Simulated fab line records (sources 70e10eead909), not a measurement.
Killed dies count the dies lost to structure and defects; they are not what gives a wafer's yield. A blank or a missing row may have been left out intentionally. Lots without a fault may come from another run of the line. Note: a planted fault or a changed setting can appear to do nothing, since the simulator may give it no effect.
Which tool did it? + flow nandHarc + 12 lots, 36 wafers sampled, at 6 steps of a route of 1159

## WHAT THE GAUGES READ, wafer by wafer
NHARC_A_SLIT_OVL_MEAS_10.
| lot  | measured     | on         | overlayXNm (nm) |
|------|--------------|------------|-----------------|
| L074 | day 14 22:21 | overlay-02 | -2.4 -1.3 -2.7  |
| L079 | day 15 04:29 | overlay-01 | -1.3 -1.9 -1.1  |
| L077 | day 15 15:46 | overlay-02 | 0.6 0.0 0.5     |
| L081 | day 15 15:02 | overlay-02 | 0.3 0.3 0.4     |
| L084 | day 17 04:32 | overlay-02 | 1.1 0.9 0.8     |
| L086 | day 17 05:37 | overlay-02 | 1.6 1.3 1.1     |
| L085 | day 17 04:03 | overlay-01 | 1.0 0.9 0.6     |
| L087 | day 17 22:46 | overlay-01 | 0.1 -0.6 0.0    |
| L092 | day 18 22:14 | overlay-02 | 0.9 1.1 1.6     |
| L094 | day 18 22:21 | overlay-02 | -1.2 -0.6 -0.7  |
| L095 | day 19 19:19 | overlay-02 | -0.3 0.1 -0.3   |
| L097 | day 20 02:20 | overlay-01 | -1.0 -0.7 -1.1  |

## EACH LOT AND THE TOOL THAT RAN IT (in order: tool; ch and the chambers of the sampled wafers; start)
| lot  | NHARC_A_STAIRCASE_DESCUM_312      | NHARC_A_STAIRCASE_ETCHBACK_416               | NHARC_A_SGD_CUT_ETCH_16                      | NHARC_A_SGD_CUT_STRIP_17                     | NHARC_A_SGD_CUT_ETCHBACK_24       |
|------|-----------------------------------|----------------------------------------------|----------------------------------------------|----------------------------------------------|-----------------------------------|
| L074 | rieDiel-08 ch 0,2,3, day 12 13:08 | rieDiel-07 ch 0,1,2, day 14 17:53 or earlier | rieDiel-03 ch 0,2,3, day 14 17:53 or earlier | rieDiel-03 ch 0,1,2, day 14 17:53 or earlier | rieDiel-09 ch 1,3, day 14 17:53   |
| L079 | rieDiel-07 ch 1,2,3, day 12 21:13 | rieDiel-01 ch 1,3, day 15 01:10 or earlier   | rieDiel-09 ch 1,3, day 15 01:10 or earlier   | rieDiel-09 ch 1,2, day 15 01:10 or earlier   | rieDiel-03 ch 1,2, day 15 01:10   |
| L077 | rieDiel-08 ch 1,2,3, day 13 00:51 | rieDiel-08 ch 0,3, day 15 10:46 or earlier   | rieDiel-02 ch 2,3, day 15 10:46 or earlier   | rieDiel-02 ch 0,3, day 15 10:46 or earlier   | rieDiel-02 ch 0,1, day 15 10:46   |
| L081 | rieDiel-08 ch 0,2,3, day 13 06:55 | rieDiel-08 ch 1,3, day 15 10:41 or earlier   | rieDiel-09 ch 1,2,3, day 15 10:41 or earlier | rieDiel-09 ch 0,2, day 15 10:41 or earlier   | rieDiel-02 ch 0,1, day 15 10:41   |
| L084 | rieDiel-07 ch 1,3, day 14 13:20   | rieDiel-08 ch 1,2, day 17 00:11 or earlier   | rieDiel-09 ch 0,1,3, day 17 00:11 or earlier | rieDiel-09 ch 0,1,2, day 17 00:11 or earlier | rieDiel-03 ch 0,1,3, day 17 00:11 |
| L086 | rieDiel-08 ch 2,3, day 14 20:43   | rieDiel-07 ch 0,1, day 17 00:18 or earlier   | rieDiel-03 ch 0,2,3, day 17 00:18 or earlier | rieDiel-03 ch 0,1,3, day 17 00:18 or earlier | rieDiel-03 ch 0,2,3, day 17 00:18 |
| L085 | rieDiel-07 ch 0,1,2, day 15 01:26 | rieDiel-07 ch 1,2,3, day 17 00:14 or earlier | rieDiel-02 ch 0,1,3, day 17 00:14 or earlier | rieDiel-02 ch 0,1,2, day 17 00:14 or earlier | rieDiel-02 ch 1,2,3, day 17 00:14 |
| L087 | rieDiel-07 ch 0,1,3, day 15 14:08 | rieDiel-07 ch 0,1,2, day 17 18:00 or earlier | rieDiel-09 ch 0,2,3, day 17 18:00 or earlier | rieDiel-09 ch 0,1,2, day 17 18:00 or earlier | rieDiel-03 ch 0,1,2, day 17 18:00 |
| L092 | rieDiel-08 ch 1,2,3, day 16 11:06 | rieDiel-01 ch 0,1,2, day 18 18:53 or earlier | rieDiel-02 ch 1,2,3, day 18 18:53 or earlier | rieDiel-02 ch 0,1,3, day 18 18:53 or earlier | rieDiel-03 ch 0,1,3, day 18 18:53 |
| L094 | rieDiel-01 ch 0,1, day 16 18:06   | rieDiel-01 ch 1,2,3, day 18 18:55 or earlier | rieDiel-03 ch 1,2, day 18 18:55 or earlier   | rieDiel-03 ch 0,2,3, day 18 18:55 or earlier | rieDiel-09 ch 0,1,3, day 18 18:55 |
| L095 | rieDiel-01 ch 0,3, day 17 08:04   | rieDiel-08 ch 0,1,3, day 19 15:55 or earlier | rieDiel-09 ch 0,1,3, day 19 15:55 or earlier | rieDiel-09 ch 0,1, day 19 15:55 or earlier   | rieDiel-02 ch 0,2,3, day 19 15:55 |
| L097 | rieDiel-08 ch 0,1,2, day 17 16:35 | rieDiel-08 ch 1,2,3, day 19 22:49 or earlier | rieDiel-02 ch 1,2,3, day 19 22:49 or earlier | rieDiel-02 ch 1,2,3, day 19 22:49 or earlier | rieDiel-02 ch 0,1,2, day 19 22:49 |
- NHARC_A_STAIRCASE_DESCUM_312: chemistry O2, time 3 s.
- NHARC_A_STAIRCASE_ETCHBACK_416: etches the open film in C4F8/O2/Ar, target depth 36 nm, time 7.2 s.
- NHARC_A_SGD_CUT_ETCH_16: etches the open film in C4F8/O2/Ar, target depth 310.5 nm, time 155.2 s.
- NHARC_A_SGD_CUT_STRIP_17: strips in O2.
- NHARC_A_SGD_CUT_ETCHBACK_24: etches the open film in CH3F/O2, target depth 50 nm, time 92.857 s.

## THE ANSWER, worked out from the rows above alone
Rule: what is usual is taken from the lots themselves. The widest of any qualifying gaps counts: lots, ordered by their means at a reading, are off when they make up no more than a third of the lots, leave a main group of 4 or more, and stand apart from it by 3 or more times the standard deviation of that group's means. A main group is skipped when, at the precision printed for the reading in the tables above, its means are all equal. Also off: a lot with no number at a reading for which 4 or more lots have one. Where the step has rows for the other lots, those lots are counted as sound.
Nothing can be told from this: no lot is off at any reading shown.

## WHAT THE SIMULATOR HAD INSERTED
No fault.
